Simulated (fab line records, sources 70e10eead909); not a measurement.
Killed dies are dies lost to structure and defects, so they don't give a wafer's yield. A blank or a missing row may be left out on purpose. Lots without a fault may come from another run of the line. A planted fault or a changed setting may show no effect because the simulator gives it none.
Chamber matching | flow nand_harc | NHARC_A_CHANNEL_FILL_D2_ALD_25 on ald_hk-03: 4 sister chambers
The step deposits SiOx, target thk 60 nm, pulse time 10 s, ald cycles 600. 4 wafers are shown with their chamber, then 12 later ones without.

WAFERS WITH THEIR CHAMBER
wafer  | chamber | heater_power_w (W)
L078.6 | 3       | 478
L088.6 | 1       | 480
L089.3 | 0       | 444
L089.6 | 2       | 531

WAFERS WITHOUT THEIR CHAMBER
wafer  | heater_power_w (W)
L090.2 | 493
L090.4 | 475
L090.5 | 451
L090.1 | 452
L090.3 | 534
L090.6 | 502
L094.3 | 528
L094.5 | 533
L094.6 | 447
L095.1 | 502
L095.2 | 476
L095.3 | 432

WHICH CHAMBER EACH WENT THROUGH
wafer  | from the rows above          | in truth
L090.2 | can't be placed: 1 or 3      | 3
L090.4 | can't be placed: 3 or 1      | 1
L090.5 | can't be placed: 0 or 3      | 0
L090.1 | can't be placed: 0 or 3 or 1 | 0
L090.3 | 2                            | 2
L090.6 | can't be placed: 1 or 3 or 2 | 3
L094.3 | 2                            | 2
L094.5 | 2                            | 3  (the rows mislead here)
L094.6 | 0                            | 0
L095.1 | can't be placed: 1 or 3 or 2 | 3
L095.2 | can't be placed: 3 or 1      | 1
L095.3 | 0                            | 0
Placed correctly: 4 of 12. Can't be placed from these rows: 7 (the true chamber is among the candidates in 7). Placed wrongly: 1.
How it was worked out, from the rows above alone: a wafer's distance from a chamber is the root of the sum, over the readings, of the square of ((its reading less the chamber's mean) divided by the reading's scatter). The wafer belongs to the nearest chamber; if the next one is less than 2 further off, it can't be placed. A chamber's mean is the mean of its shown wafers. The scatter: with one shown wafer a chamber, the root of the mean of the squares of how far each hidden wafer lies from its nearest shown one.
